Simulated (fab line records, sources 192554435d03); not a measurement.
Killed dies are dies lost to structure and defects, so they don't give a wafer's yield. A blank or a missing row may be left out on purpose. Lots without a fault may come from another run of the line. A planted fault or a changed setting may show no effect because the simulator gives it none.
Chamber matching | flow n5_finfet | N5_BEOL_M9_CURE_71 on uv_cure-03: 3 sister chambers
The step cures SiCOH lowk, time 240 s. 16 wafers are shown with their chamber, then 8 later ones without.

WAFERS WITH THEIR CHAMBER
wafer  | chamber | wafer_temp_C_max | lamp_power_pct (%)
L076.2 | 0       | 386.0            | 52.29
L076.5 | 0       | 386.4            | 52.49
L076.6 | 0       | 385.7            | 52.25
L077.2 | 1       | 386.2            | 52.27
L077.3 | 1       | 386.6            | 52.32
L077.6 | 1       | 386.2            | 52.41
L083.1 | 1       | 386.3            | 52.40
L083.3 | 1       | 385.8            | 52.32
L083.5 | 1       | 385.7            | 52.30
L085.3 | 0       | 386.1            | 52.26
L085.5 | 0       | 385.6            | 52.28
L085.6 | 0       | 386.1            | 52.33
L093.2 | 2       | 387.7            | 52.28
L093.4 | 2       | 386.9            | 52.33
L093.6 | 2       | 387.5            | 52.38
L091.3 | 1       | 386.4            | 52.28

SIGNATURES (means of the wafers above)
reading          | chamber 0 | chamber 1 | chamber 2 | scatter within a chamber
wafer_temp_C_max | 385.983   | 386.171   | 387.367   | 0.327
lamp_power_pct   | 52.3167   | 52.3286   | 52.3300   | 0.0698
Rule: a wafer's distance from a chamber is the root of the sum, over the readings, of the square of ((its reading less the chamber's mean) divided by the reading's scatter). The wafer belongs to the nearest chamber; if the next one is less than 2 further off, it can't be placed. The scatter: the root of (the sum of the squares of (reading less its chamber's mean) over the shown wafers, divided by (wafers less chambers)).

WAFERS WITHOUT THEIR CHAMBER
wafer  | wafer_temp_C_max | lamp_power_pct (%)
L091.5 | 385.9            | 52.37
L091.6 | 386.4            | 52.26
L092.1 | 386.2            | 52.24
L092.2 | 386.1            | 52.23
L092.3 | 385.7            | 52.38
L094.3 | 387.2            | 52.28
L094.5 | 387.5            | 52.32
L094.6 | 388.5            | 52.21

WHICH CHAMBER EACH WENT THROUGH
wafer  | from the rows above          | in truth
L091.5 | can't be placed: 0 or 1      | 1
L091.6 | can't be placed: 1 or 0 or 2 | 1
L092.1 | can't be placed: 1 or 0      | 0
L092.2 | can't be placed: 0 or 1      | 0
L092.3 | can't be placed: 0 or 1      | 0
L094.3 | 2                            | 2
L094.5 | 2                            | 2
L094.6 | 2                            | 2
Placed correctly: 3 of 8. Can't be placed from these rows: 5 (the true chamber is among the candidates in 5). Placed wrongly: 0.
